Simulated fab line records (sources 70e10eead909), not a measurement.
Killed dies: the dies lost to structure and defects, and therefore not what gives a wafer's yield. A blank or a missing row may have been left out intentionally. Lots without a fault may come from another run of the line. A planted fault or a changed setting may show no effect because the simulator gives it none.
2 desks, one fault | flow nandHarc | what lay behind the numbers comes last; until then each desk has only its own

FROM THE METROLOGY DESK
Lot by lot, what the gauges showed, no matter which tool ran the lot: averages of those sampled wafers that carry a number. Any lot whose mean is over 4 standard deviations away from the usual mean is out of limits and marked OUT; that distance is given in the brackets.
Columns: A = thkNm at NHARC_A_ONON_D1_THK_MEAS_21, usual 1001 nm
lot  | first seen here | A
L320 | day 8 08:01     | 998
L323 | day 8 15:18     | 1005
L324 | day 9 03:01     | 1000
L326 | day 9 09:26     | 1002
L328 | day 10 00:16    | 991
L327 | day 10 00:30    | 1003
L330 | day 10 09:31    | 997
L331 | day 11 06:20    | 1568 (+67) OUT
L334 | day 11 06:41    | 1577 (+69) OUT
L333 | day 12 01:48    | 1009
L338 | day 12 19:25    | 1013
L341 | day 13 13:56    | 1007
L342 | day 13 14:15    | 993
L340 | day 13 14:17    | 1007
Finding of this desk: L331, L334 out of limits; the first was L331 at day 11 06:20, on thkNm at NHARC_A_ONON_D1_THK_MEAS_21. L320, L323, L324, L326, L328, L327, L330, L333, L338, L341, L342, L340 stayed within limits.

THE TOOL OWNER'S DESK: pecvdOnon-02
The tool's own readings at NHARC_A_ONON_D1_DEP_19 (target thk 1000 nm): means of the sampled wafers that have a number, for each lot that ran on this tool. Any lot whose mean is over 4 standard deviations away from the usual mean is out of limits and marked OUT; that distance is given in the brackets.
Columns: A = n2FlowSccm at NHARC_A_ONON_D1_DEP_19, usual 2751 sccm
lot  | first seen here | A
L320 | day 8 07:30     | 2749
L324 | day 9 02:30     | 2750
L327 | day 10 00:02    | 2750
L330 | day 10 09:01    | 2750
L331 | day 11 06:00    | 2753
L334 | day 11 06:17    | 2748
Result from this desk: across the 6 lots, nothing is out of limits.

PUT TOGETHER
L331, L334 would have let the metrology desk raise an alarm at day 11 06:20.
Nothing out of limits was seen by the tool owner's desk.
On record at the tool owner's desk: L331, L334, within its limits.
NHARC_A_ONON_D1_DEP_19 was run on pecvdOnon-02 by each of the lots named.

WHAT THE SIMULATOR PUT IN
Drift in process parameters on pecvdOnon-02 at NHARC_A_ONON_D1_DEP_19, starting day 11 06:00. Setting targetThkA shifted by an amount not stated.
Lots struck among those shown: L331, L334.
Time in hours between the start of the fault and the first out-of-limits reading at each desk: metrology desk, 0.
